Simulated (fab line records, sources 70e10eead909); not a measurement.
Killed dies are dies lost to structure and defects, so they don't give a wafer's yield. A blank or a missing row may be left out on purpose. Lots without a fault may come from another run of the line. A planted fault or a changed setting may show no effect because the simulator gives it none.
Which tool did it? | flow nand_harc | 11 lots, 33 wafers sampled, at 2 steps of a route of 1302

WHAT THE GAUGES READ, wafer by wafer
NHARC_A_CHANNEL_HOLE_D1_CD_MEAS_10: target cd 100 nm.
lot  | measured     | on        | cd_nm (nm)
L075 | day 8 15:52  | cd_sem-03 | 99.5 100.3 99.8
L077 | day 9 13:14  | cd_sem-01 | 100.2 99.7 100.2
L079 | day 10 16:08 | cd_sem-01 | 100.3 100.4 100.1
L081 | day 11 10:38 | cd_sem-01 | 100.1 100.6 100.1
L083 | day 12 06:24 | cd_sem-02 | 100.3 100.2 100.3
L085 | day 13 01:30 | cd_sem-01 | 99.6 100.4 99.7
L087 | day 14 05:08 | cd_sem-03 | 100.5 100.5 101.8
L089 | day 14 14:39 | cd_sem-03 | 100.1 100.3 99.9
L091 | day 15 19:37 | cd_sem-03 | 100.6 100.1 100.6
L093 | day 16 04:02 | cd_sem-03 | 101.1 100.6 100.9
L096 | day 17 20:42 | cd_sem-01 | 100.0 99.6 100.3

WHICH TOOL RAN EACH LOT (tool, then ch and the chambers of the sampled wafers, then the start)
lot  | NHARC_A_ZERO_WELL_RTA_16
L075 | rtp_anneal-02 ch 0, day 7 03:50
L077 | rtp_anneal-01 ch 0, day 7 19:35
L079 | rtp_anneal-02 ch 0, day 9 03:22
L081 | rtp_anneal-01 ch 0, day 9 16:47
L083 | rtp_anneal-02 ch 0, day 10 13:43
L085 | rtp_anneal-01 ch 0, day 11 12:44
L087 | rtp_anneal-02 ch 0, day 12 06:43
L089 | rtp_anneal-01 ch 0, day 13 02:08
L091 | rtp_anneal-02 ch 0, day 14 03:59
L093 | rtp_anneal-02 ch 0, day 14 15:03
L096 | rtp_anneal-02 ch 0, day 16 02:17
- NHARC_A_ZERO_WELL_RTA_16: time 10 s.

THE ANSWER, worked out from the rows above alone
Rule: what is usual is taken from the lots themselves. Put in order of their means at a reading, lots are off if they are a third of the lots or fewer, leave a main group of 4 or more, and stand apart from it by a gap of 3 or more times the standard deviation of the main group's means; of several such gaps the widest counts. A main group whose means are all the same, to the digits that the tables above print for the reading, isn't used. A lot without any number at a reading at which 4 lots or more have one is off too. The other lots that the step has rows for count as sound.
No lot is off at any reading shown: from this, nothing can be told.

WHAT THE SIMULATOR HAD PUT IN
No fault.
